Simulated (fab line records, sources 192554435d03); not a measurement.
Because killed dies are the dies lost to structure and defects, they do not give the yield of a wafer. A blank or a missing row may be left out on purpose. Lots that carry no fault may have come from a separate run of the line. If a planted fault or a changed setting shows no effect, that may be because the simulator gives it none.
Problem report, 8D (eight disciplines) form, completed by code :: flow n5 finfet :: the parts of the form that need people (team, actions taken, sign-off) are left out

1. THE PROBLEM
Mean of trench depth nm at N5_BEOL_M3_OCD_MEAS_38: 49.5 nm across 3 wafers in 2 lots; on wafers with no fault it is 55.5 nm (standard deviation 0.87). Measured from the usual mean, that is -6.9 standard deviations.
First seen on wafer L751.1, day 11 18:59, on ocd-02. At this step, 28 wafers from 10 lots have a number in the record. The rule behind "out" and "out of limits": a value lying over 4 standard deviations away from the usual mean. Any other wafer with a number is counted as sound.

2. WHAT THIS IS AND IS NOT
question: which readings at this step
is: trench depth nm
is not: -

question: which lots
is: L751, L752
is not: L738, L739, L741, L745, L746, L747, L749, L750

question: which wafers of those lots
is: L751.1, L752.1, L752.2
is not: L751.5

question: read on which gauges
is: ocd-01, ocd-02
is not: -

question: when
is: from day 11 18:59
is not: up to then (25 sound wafers)

3. THE SUSPECTS, EACH WITH WHAT RULES IT OUT
Counting: any tool at a process step up to the reading remains a suspect provided it ran every lot that is out. Sound lots after the first of them don't rule it out here, since some wafers of a struck lot are sound.
- the gauge at N5_BEOL_M3_OCD_MEAS_38 has been ruled out. 2 gauges (ocd-01, ocd-02) read the wafers that are out.
- rie diel-03 at N5_BEOL_M3_TRENCH_ETCH_37 (etches SiOC in C4F6/O2, target depth 55.555 nm, time 29.2 s): kept. Every lot that is out went through it, the first being L751 (day 11 18:50); the last sound lot it ran before that was L749 (day 10 22:45). On those wafers its own readings are out: run length s.
Left after counting: rie diel-03 at N5_BEOL_M3_TRENCH_ETCH_37.

4. THE CAUSE (what the simulator had put in)
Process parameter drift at N5_BEOL_M3_TRENCH_ETCH_37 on rie diel-03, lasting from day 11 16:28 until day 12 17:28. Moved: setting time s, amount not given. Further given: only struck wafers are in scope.
Counting left only this tool.

5. THE EFFECT CHAIN, in route order
Each row: a reading where the mean over the struck wafers with a number is more than 3 standard deviations away from the usual. Readings are gone through only where the record gives a usual standard deviation; hours: the median, over the lots, of the time from a lot's start at the first step in this table giving one to that lot's start at this step; sigmas: the change measured in usual standard deviations.
hours: 0
step: N5_BEOL_M3_TRENCH_ETCH_37
reading: run length s
usual: 52.5 s
on struck wafers: 48.7
change: -3.8
sigmas: -7.1

hours: 0
step: N5_BEOL_M3_OCD_MEAS_38
reading: trench depth nm
usual: 55.5 nm
on struck wafers: 49.5
change: -6.0
sigmas: -6.9
The process steps in it:
- N5_BEOL_M3_TRENCH_ETCH_37: etches SiOC in C4F6/O2, target depth 55.555 nm, time 29.2 s.
Later measuring or inspecting steps at which every struck wafer that the step has a row for has a number for every such reading, and none has moved that far: N5_BEOL_M4_RC_MEAS_101.

6. WHAT WOULD HAVE CAUGHT IT SOONER
Counted from the fault's start at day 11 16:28, it took 3 hours until the first out-of-limits reading at a measuring or inspecting step in this record, taken at day 11 18:59.
Tool's own readings at N5_BEOL_M3_TRENCH_ETCH_37, run length s: out on all struck wafers the step has rows for; an alarm limit on them would have tripped on the first.
L752, from the lots that are out (2), started N5_BEOL_M3_TRENCH_ETCH_37 on rie diel-03 later than day 11 18:59. A hold on the tool at that time would have spared it.
